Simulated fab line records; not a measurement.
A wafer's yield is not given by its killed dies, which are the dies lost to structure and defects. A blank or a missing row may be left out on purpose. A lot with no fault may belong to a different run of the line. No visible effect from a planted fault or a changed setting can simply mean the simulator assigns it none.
Split-lot trial / flow n5Finfet / 21 wafers read across 7 lots, on a route 1938 steps long

SPLIT DETAILS
At N5_SD_EPI_P_PEB_07 (peb time 60 s), the setting pebTimeS was moved away from the recipe's 60 s on 2 of the 21 wafers read, by -9.8% to +9.8%. All remaining wafers had this setting at the recipe value.

SPLIT TO READING: what lies between them in the file, 1 step
- N5_SD_EPI_P_DEVELOP_08: develop time 30 s

THE READING
At N5_SD_EPI_P_CD_MEAS_09: cdNm in nanometres, against a target cd of 240 nm. A value of 239.9 nm with a standard deviation of 0.89 nm is what fault-free wafers of this fab line usually give.

wafer=L075.1; tool, chamber at the split=lithoTrack-03, 0; pebTimeS as run, s=60; against the recipe=recipe; cdNm, nm=241.4; against lot-mates on the recipe=-
wafer=L075.2; tool, chamber at the split=lithoTrack-03, 0; pebTimeS as run, s=60; against the recipe=recipe; cdNm, nm=240.9; against lot-mates on the recipe=-
wafer=L075.4; tool, chamber at the split=lithoTrack-03, 0; pebTimeS as run, s=60; against the recipe=recipe; cdNm, nm=240.8; against lot-mates on the recipe=-
wafer=L080.3; tool, chamber at the split=lithoTrack-03, 0; pebTimeS as run, s=60; against the recipe=recipe; cdNm, nm=240.8; against lot-mates on the recipe=-
wafer=L080.5; tool, chamber at the split=lithoTrack-03, 0; pebTimeS as run, s=60; against the recipe=recipe; cdNm, nm=240.5; against lot-mates on the recipe=-
wafer=L080.6; tool, chamber at the split=lithoTrack-03, 0; pebTimeS as run, s=60; against the recipe=recipe; cdNm, nm=240.9; against lot-mates on the recipe=-
wafer=L082.1; tool, chamber at the split=lithoTrack-04, 0; pebTimeS as run, s=60; against the recipe=recipe; cdNm, nm=240.0; against lot-mates on the recipe=-
wafer=L082.3; tool, chamber at the split=lithoTrack-04, 0; pebTimeS as run, s=60; against the recipe=recipe; cdNm, nm=240.1; against lot-mates on the recipe=-
wafer=L082.4; tool, chamber at the split=lithoTrack-04, 0; pebTimeS as run, s=60; against the recipe=recipe; cdNm, nm=240.1; against lot-mates on the recipe=-
wafer=L084.2; tool, chamber at the split=lithoTrack-03, 0; pebTimeS as run, s=60; against the recipe=recipe; cdNm, nm=241.3; against lot-mates on the recipe=-
wafer=L084.3; tool, chamber at the split=lithoTrack-03, 0; pebTimeS as run, s=54.1; against the recipe=-9.8%; cdNm, nm=237.2; against lot-mates on the recipe=-3.9
wafer=L084.4; tool, chamber at the split=lithoTrack-03, 0; pebTimeS as run, s=60; against the recipe=recipe; cdNm, nm=240.9; against lot-mates on the recipe=-
wafer=L091.1; tool, chamber at the split=lithoTrack-01, 0; pebTimeS as run, s=60; against the recipe=recipe; cdNm, nm=238.3; against lot-mates on the recipe=-
wafer=L091.3; tool, chamber at the split=lithoTrack-01, 0; pebTimeS as run, s=65.89; against the recipe=+9.8%; cdNm, nm=241.9; against lot-mates on the recipe=+3.3
wafer=L091.6; tool, chamber at the split=lithoTrack-01, 0; pebTimeS as run, s=60; against the recipe=recipe; cdNm, nm=238.8; against lot-mates on the recipe=-
wafer=L092.1; tool, chamber at the split=lithoTrack-04, 0; pebTimeS as run, s=60; against the recipe=recipe; cdNm, nm=239.2; against lot-mates on the recipe=-
wafer=L092.5; tool, chamber at the split=lithoTrack-04, 0; pebTimeS as run, s=60; against the recipe=recipe; cdNm, nm=239.2; against lot-mates on the recipe=-
wafer=L092.6; tool, chamber at the split=lithoTrack-04, 0; pebTimeS as run, s=60; against the recipe=recipe; cdNm, nm=239.1; against lot-mates on the recipe=-
wafer=L095.3; tool, chamber at the split=lithoTrack-01, 0; pebTimeS as run, s=60; against the recipe=recipe; cdNm, nm=239.6; against lot-mates on the recipe=-
wafer=L095.4; tool, chamber at the split=lithoTrack-01, 0; pebTimeS as run, s=60; against the recipe=recipe; cdNm, nm=239.4; against lot-mates on the recipe=-
wafer=L095.6; tool, chamber at the split=lithoTrack-01, 0; pebTimeS as run, s=60; against the recipe=recipe; cdNm, nm=240.0; against lot-mates on the recipe=-

THE FIT
A straight line over all 21 wafers: cdNm changes by +0.239 nm for each +1% of pebTimeS; r = +0.65; the points scatter about the line by 0.89 nm.
The same after taking each lot's own level away (the mean of its wafers on the recipe; 21 wafers): +0.369 nm for each +1%; r = +0.98; scatter 0.21 nm.
The reading moves by 3.6 nm for the largest change in pebTimeS, on that fit.
Across the lots, their own levels run from 238.55 to 241.10 nm, a range of 2.9 times the standard deviation given above.
So the lot-to-lot level blurs the effect unless lot-mates are compared.
Check: for one of the wafers moved furthest among these (-9.8%), held out of the fit, the line's prediction against its lot-mates is -3.36 nm. Against them it came out at -3.9 nm.

THE WHOLE CHAIN: every reading that the file lists as answering this split, in the file's order
step=N5_SD_EPI_P_CD_MEAS_09; what it does=target cd 240 nm; reading=cdNm; change (the file's fit)=+0.37 nm for each +1% of the setting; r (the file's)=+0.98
step=N5_SD_EPI_P_DESCUM_14; what it does=chemistry O2, time 7.9 s; reading=SD_EPI_P.cdNm (the simulator's own value, which no gauge read); change (the file's fit)=+0.366 nm for each +1% of the setting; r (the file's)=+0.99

THE FILE'S OWN FIT
cdNm changes by +0.37 nm for each +1% of pebTimeS, r = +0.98.
